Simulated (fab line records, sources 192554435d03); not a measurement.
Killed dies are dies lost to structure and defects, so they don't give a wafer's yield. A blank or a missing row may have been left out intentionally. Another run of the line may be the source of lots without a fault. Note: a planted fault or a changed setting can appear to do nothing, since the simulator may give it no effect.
A single fault, viewed from 3 desks :: flow n5Finfet :: every desk sees just its own numbers, and what lay behind them comes last

== AT THE TOOL OWNER'S DESK: cmp-04 ==
The tool's own readings at N5_BEOL_M9_CMP_52 (polishes, stops on SiCOH lowk, t overpolish 7 s, target thk 140 nm): means of the sampled wafers that have a number, for each lot that ran on this tool. If a lot's mean is further than 4 standard deviations from the usual mean, the lot is out of limits and carries the mark OUT (the distance appears in the brackets).
Columns: A = barrierFieldEndpointS at N5_BEOL_M9_CMP_52, usual 28.6 s; B = motorCurrentA at N5_BEOL_M9_CMP_52, usual 6.3 A; C = overpolishRunS at N5_BEOL_M9_CMP_52, usual 7.000 s; D = slurryFilterDpKPa at N5_BEOL_M9_CMP_52, usual 13.49 kPa; E = timeToEndpointS at N5_BEOL_M9_CMP_52, usual 65 s
lot: L289
first seen here: day 11 08:01
A: 29.0
B: 6.7
C: 7.003
D: 13.43
E: 66

lot: L291
first seen here: day 12 14:56
A: 28.6
B: 6.7
C: 7.001
D: 13.64
E: 65

lot: L299
first seen here: day 14 05:06
A: 37.8 (+13) OUT
B: 6.8
C: 3.527 (-99 or more) OUT
D: 13.20
E: 78 (+4.1) OUT
Finding of this desk: L299 out of limits; the first was L299 at day 14 05:06, on barrierFieldEndpointS at N5_BEOL_M9_CMP_52. Within limits: L289, L291.

== THE DEFECT DESK ==
Counts from the inspections along the route, per lot, as means over the sampled wafers that have a number. If a lot's mean is further than 4 standard deviations from the usual mean, the lot is out of limits and carries the mark OUT (the distance appears in the brackets).
Columns: A = rawDefectCount at N5_BEOL_M9_INSPECT_58, usual 70
lot: L283
first seen here: day 10 14:49
A: 77

lot: L285
first seen here: day 11 03:31
A: 55

lot: L289
first seen here: day 11 08:26
A: 38

lot: L291
first seen here: day 12 15:22
A: 111

lot: L294
first seen here: day 14 02:03
A: 89

lot: L299
first seen here: day 14 05:26
A: 2164 (+87) OUT

lot: L301
first seen here: day 14 13:41
A: 67

lot: L304
first seen here: day 15 14:30
A: 63
Finding of this desk: L299 out of limits; the first was L299 at day 14 05:26, on rawDefectCount at N5_BEOL_M9_INSPECT_58. Within limits: L283, L285, L289, L291, L294, L301, L304.

== THE METROLOGY DESK ==
What the gauges read for every lot (on any tool): the sampled wafers with a number, averaged. If a lot's mean is further than 4 standard deviations from the usual mean, the lot is out of limits and carries the mark OUT (the distance appears in the brackets). 7 of its 11 readings are shown: the first one out of limits and those lying furthest out on some lot.
Columns: A = DIBL_N at N5_BEOL_M4_RC_MEAS_101, usual 36.5 mV/V; B = IOFF_P at N5_BEOL_M4_RC_MEAS_101, usual 0.21 nA/um; C = SS_N at N5_BEOL_M4_RC_MEAS_101, usual 71.6 mV/dec; D = SS_P at N5_BEOL_M4_RC_MEAS_101, usual 73.4 mV/dec; E = VT_N at N5_BEOL_M4_RC_MEAS_101, usual 250 mV; F = VT_P at N5_BEOL_M4_RC_MEAS_101, usual -250.5 mV; G = M9_THK at N5_BEOL_M9_THK_MEAS_53, usual 141 nm
lot: L283
first seen here: day 8 14:59
A: 33.1
B: 0.18
C: 70.9
D: 72.8
E: 252
F: -251.3
G: 137

lot: L285
first seen here: day 8 18:32
A: 37.0
B: 0.19
C: 71.5
D: 72.4
E: 249
F: -250.2
G: 141

lot: L289
first seen here: day 9 09:58
A: 36.3
B: 0.23
C: 71.5
D: 73.4
E: 246
F: -250.0
G: 146

lot: L291
first seen here: day 10 11:02
A: 35.7
B: 0.17
C: 70.7
D: 73.2
E: 250
F: -253.7
G: 142

lot: L294
first seen here: day 11 20:26
A: 36.0
B: 0.22
C: 71.1
D: 73.5
E: 250
F: -247.3
G: 142

lot: L299
first seen here: day 11 22:42
A: 37.1
B: 0.21
C: 71.8
D: 72.8
E: 251
F: -250.4
G: 198 (+18) OUT

lot: L301
first seen here: day 12 10:17
A: 35.7
B: 0.21
C: 70.9
D: 72.8
E: 251
F: -248.5
G: 141

lot: L304
first seen here: day 13 09:34
A: 36.8
B: 0.23
C: 71.3
D: 73.7
E: 248
F: -248.0
G: 140
Finding of this desk: L299 out of limits, first seen on L299 at day 14 05:17 (M9_THK at N5_BEOL_M9_THK_MEAS_53). Within limits: L283, L285, L289, L291, L294, L301, L304.

== BROUGHT TOGETHER ==
The tool owner's desk had the chance to raise an alarm at day 14 05:06 on L299.
The metrology desk could have raised an alarm at day 14 05:17, on L299.
The defect desk could have raised an alarm at day 14 05:26, on L299.
On cmp-04, each named lot ran N5_BEOL_M9_CMP_52.

== WHAT HAD BEEN PUT IN BY THE SIMULATOR ==
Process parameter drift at N5_BEOL_M9_CMP_52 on cmp-04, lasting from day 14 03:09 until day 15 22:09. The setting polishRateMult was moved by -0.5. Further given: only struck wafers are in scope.
Lots struck among those shown: L299.
Hours from the fault's start to each desk's first reading out of limits: the tool owner's desk, 2; the metrology desk, 2; the defect desk, 2.
